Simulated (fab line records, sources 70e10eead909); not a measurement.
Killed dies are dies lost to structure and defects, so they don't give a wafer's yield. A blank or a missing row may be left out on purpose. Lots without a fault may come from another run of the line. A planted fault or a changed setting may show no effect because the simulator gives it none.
Which tool did it? | flow nand_harc | 14 lots, 42 wafers sampled, at 5 steps of a route of 1302

WHAT THE GAUGES READ, wafer by wafer
NHARC_P_M2_OVL_MEAS_10: pitch 340 nm.
lot  | measured     | on         | overlay_x_nm (nm) | overlay_y_nm (nm)
L255 | day 6 15:58  | overlay-02 | -0.2 -0.5 -0.3    | 0.2 -0.3 -0.8
L256 | day 6 18:34  | overlay-01 | -1.8 -1.8 -1.9    | -1.3 -0.7 -0.7
L258 | day 7 15:15  | overlay-02 | 0.0 0.2 0.3       | 0.6 0.2 0.3
L259 | day 8 04:26  | overlay-02 | 0.1 0.0 -0.2      | -0.7 -0.3 -0.7
L261 | day 8 20:03  | overlay-01 | 0.1 -0.5 -0.1     | 1.2 0.7 1.5
L262 | day 9 13:55  | overlay-02 | -0.8 -1.0 -0.4    | -0.5 -0.4 -0.3
L263 | day 9 20:03  | overlay-01 | -0.8 -1.2 -1.4    | 0.7 1.4 1.3
L265 | day 10 20:38 | overlay-01 | 1.4 0.5 0.4       | 0.9 1.8 1.9
L267 | day 11 11:49 | overlay-01 | 0.7 0.2 -0.2      | 1.2 1.8 1.4
L268 | day 11 15:13 | overlay-02 | -0.8 0.4 0.1      | -0.6 -0.6 -0.6
L273 | day 13 22:22 | overlay-02 | -0.1 -0.4 -0.5    | 0.3 0.3 0.0
L274 | day 14 10:02 | overlay-02 | -1.4 -1.8 -2.0    | 0.1 0.5 0.2
L276 | day 15 06:50 | overlay-02 | 0.2 -0.3 0.3      | 0.7 0.5 0.0
L277 | day 15 11:27 | overlay-01 | -0.3 -0.2 -0.9    | 0.0 -0.1 0.5

NHARC_P_M2_THK_MEAS_24: measures by xrf.
lot  | measured     | on            | thk_nm (nm)
L255 | day 6 18:44  | film_metro-01 | 143.4 144.6 143.9
L256 | day 6 21:06  | film_metro-02 | 146.1 146.6 145.2
L258 | day 7 17:46  | film_metro-02 | 146.2 146.2 144.5
L259 | day 8 06:56  | film_metro-01 | 145.0 144.5 144.3
L261 | day 8 22:33  | film_metro-02 | 145.8 146.5 144.8
L262 | day 9 16:25  | film_metro-02 | 144.6 145.8 146.8
L263 | day 9 22:35  | film_metro-01 | 145.7 143.6 147.2
L265 | day 10 23:08 | film_metro-02 | 142.6 142.3 144.6
L267 | day 11 14:19 | film_metro-01 | 394.9 398.1 404.4
L268 | day 11 17:44 | film_metro-01 | 398.7 400.3 398.9
L273 | day 14 00:53 | film_metro-01 | 146.9 146.1 147.2
L274 | day 14 12:32 | film_metro-02 | 146.7 145.7 144.7
L276 | day 15 09:20 | film_metro-02 | 145.1 145.2 143.8
L277 | day 15 13:59 | film_metro-02 | 143.8 143.7 143.4

WHICH TOOL RAN EACH LOT (tool, then ch and the chambers of the sampled wafers, then the start)
lot  | NHARC_P_M2_ETCH_35                 | NHARC_P_M2_DEGAS_29          | NHARC_P_M2_CMP_23
L255 | rie_diel-07 ch 0,1, day 6 16:13    | pvd_sputter-01, day 6 17:17  | cmp-03 ch 0,1, day 6 18:25
L256 | rie_diel-09 ch 1,2,3, day 6 18:45  | pvd_sputter-01, day 6 19:42  | cmp-03 ch 1,2,3, day 6 20:50
L258 | rie_diel-07 ch 0,1,3, day 7 15:26  | pvd_sputter-02, day 7 16:23  | cmp-03 ch 2,3, day 7 17:28
L259 | rie_diel-07 ch 0,1,2, day 8 04:38  | pvd_sputter-01, day 8 05:33  | cmp-03 ch 0,2,3, day 8 06:41
L261 | rie_diel-09 ch 0,3, day 8 20:14    | pvd_sputter-03, day 8 21:10  | cmp-01 ch 0,3, day 8 22:14
L262 | rie_diel-09 ch 2,3, day 9 14:05    | pvd_sputter-03, day 9 15:02  | cmp-04 ch 0,1,3, day 9 16:06
L263 | rie_diel-12 ch 0,1,3, day 9 20:14  | pvd_sputter-02, day 9 21:10  | cmp-01 ch 0,1,3, day 9 22:16
L265 | rie_diel-09 ch 0,3, day 10 20:49   | pvd_sputter-02, day 10 21:46 | cmp-03 ch 1,2, day 10 22:50
L267 | rie_diel-07 ch 0,2,3, day 11 12:01 | pvd_sputter-02, day 11 12:56 | cmp-04 ch 0,2,3, day 11 14:05
L268 | rie_diel-07 ch 0,2,3, day 11 15:24 | pvd_sputter-02, day 11 16:20 | cmp-03 ch 2,3, day 11 17:25
L273 | rie_diel-07 ch 0,1,3, day 13 22:33 | pvd_sputter-03, day 13 23:29 | cmp-03 ch 0,1,3, day 14 00:36
L274 | rie_diel-07 ch 0,1,2, day 14 10:13 | pvd_sputter-02, day 14 11:09 | cmp-04 ch 1,3, day 14 12:14
L276 | rie_diel-07 ch 0,1,2, day 15 07:01 | pvd_sputter-02, day 15 07:57 | cmp-01 ch 0,1,3, day 15 09:03
L277 | rie_diel-07 ch 0,1,3, day 15 11:38 | pvd_sputter-01, day 15 12:34 | cmp-04 ch 1,2,3, day 15 13:40
- NHARC_P_M2_ETCH_35: etches the open film in N2/H2, target depth 40 nm, overetch 12 nm, time 43.94 s.
- NHARC_P_M2_DEGAS_29: time 60 s.
- NHARC_P_M2_CMP_23: polishes, t overpolish 20 s, target thk 144.3 nm.

WHAT THE TOOLS THEMSELVES READ (means of the sampled wafers that have a number; where no wafer has one, the mark that the record gives instead)
NHARC_P_M2_ETCH_35.
lot  | tool        | drypump_motor_current_A (A) | h2_flow_sccm (sccm) | oes_product_au (a.u.) | rf_fwd_power_W (W) | rf_vpp_V (V) | showerhead_plenum_p_Torr (Torr) | throttle_valve_pct (%)
L255 | rie_diel-07 | 5.35                        | 150.3               | 0.999                 | 394.9              | 432.7        | 2.12                            | 14.169
L256 | rie_diel-09 | 5.64                        | 150.1               | 0.994                 | 396.1              | 429.6        | 2.01                            | 14.180
L258 | rie_diel-07 | 5.48                        | 150.0               | 0.994                 | 395.5              | 432.9        | 2.14                            | 14.169
L259 | rie_diel-07 | 5.44                        | 150.1               | 0.999                 | 395.5              | 433.0        | 2.13                            | 14.179
L261 | rie_diel-09 | 6.00                        | 149.6               | 1.001                 | 395.7              | 432.8        | 2.11                            | 14.165
L262 | rie_diel-09 | 5.75                        | 150.1               | 0.992                 | 396.7              | 430.8        | 2.05                            | 14.168
L263 | rie_diel-12 | 5.75                        | 149.9               | 1.000                 | 393.5              | 429.5        | 1.99                            | 14.160
L265 | rie_diel-09 | 5.87                        | 149.8               | 0.994                 | 396.0              | 431.5        | 2.06                            | 14.164
L267 | rie_diel-07 | 5.58                        | 150.4               | 0.999                 | 395.6              | 432.4        | 2.14                            | 14.172
L268 | rie_diel-07 | 5.57                        | 149.9               | 1.005                 | 394.9              | 433.8        | 2.14                            | 14.174
L273 | rie_diel-07 | 5.47                        | 150.0               | 1.001                 | 395.4              | 432.8        | 2.13                            | 14.166
L274 | rie_diel-07 | 5.44                        | 150.4               | 1.006                 | 395.0              | 433.2        | 2.13                            | 14.167
L276 | rie_diel-07 | 5.46                        | 150.4               | 1.006                 | 396.4              | 432.0        | 2.13                            | 14.176
L277 | rie_diel-07 | 5.46                        | 150.4               | 0.998                 | 395.3              | 432.5        | 2.13                            | 14.179

NHARC_P_M2_DEGAS_29.
lot  | tool           | heater_power_w (W)
L255 | pvd_sputter-01 | 373
L256 | pvd_sputter-01 | 394
L258 | pvd_sputter-02 | 363
L259 | pvd_sputter-01 | 364
L261 | pvd_sputter-03 | 336
L262 | pvd_sputter-03 | 344
L263 | pvd_sputter-02 | 345
L265 | pvd_sputter-02 | 347
L267 | pvd_sputter-02 | 380
L268 | pvd_sputter-02 | 358
L273 | pvd_sputter-03 | 355
L274 | pvd_sputter-02 | 369
L276 | pvd_sputter-02 | 339
L277 | pvd_sputter-01 | 360

NHARC_P_M2_CMP_23.
lot  | tool   | edge_zone_pressure_frac | motor_current_A (A) | time_to_endpoint_s (s)
L255 | cmp-03 | 1.002                   | 11.0                | 28.9
L256 | cmp-03 | 1.002                   | 11.4                | 27.6
L258 | cmp-03 | 1.001                   | 11.9                | 30.8
L259 | cmp-03 | 1.000                   | 11.9                | 28.0
L261 | cmp-01 | 1.000                   | 11.1                | 28.9
L262 | cmp-04 | 0.998                   | 11.5                | 30.7
L263 | cmp-01 | 0.998                   | 12.7                | 28.9
L265 | cmp-03 | 1.000                   | 11.5                | 27.0
L267 | cmp-04 | -                       | -                   | -
L268 | cmp-03 | -                       | -                   | -
L273 | cmp-03 | 1.003                   | 11.2                | 30.0
L274 | cmp-04 | 1.006                   | 9.7                 | 28.8
L276 | cmp-01 | 1.000                   | 12.4                | 32.1
L277 | cmp-04 | 0.998                   | 9.9                 | 28.6

THE ANSWER, worked out from the rows above alone
Rule: what is usual is taken from the lots themselves. Put in order of their means at a reading, lots are off if they are a third of the lots or fewer, leave a main group of 4 or more, and stand apart from it by a gap of 3 or more times the standard deviation of the main group's means; of several such gaps the widest counts. A main group whose means are all the same, to the digits that the tables above print for the reading, isn't used. A lot without any number at a reading at which 4 lots or more have one is off too. The other lots that the step has rows for count as sound. The gauges are gone through in route order, then the tools' own readings, and for those a lot's mean is taken as printed above. The first step at which some lot is off is used, and at that step the reading that is off furthest; a lot without a number counts as furthest.
Off: L267, L268, at NHARC_P_M2_THK_MEAS_24 (thk_nm). The main group: mean 145.1 nm, standard deviation 1.
A tool fits if, at a process step before that reading, it ran every lot that is off, and no sound lot after the first of them. The gauges at NHARC_P_M2_THK_MEAS_24 aren't tried: what is off there is off at NHARC_P_M2_CMP_23 too, on other tools, and a gauge's error can't cause that. None of those tried fits.

WHAT THE SIMULATOR HAD PUT IN
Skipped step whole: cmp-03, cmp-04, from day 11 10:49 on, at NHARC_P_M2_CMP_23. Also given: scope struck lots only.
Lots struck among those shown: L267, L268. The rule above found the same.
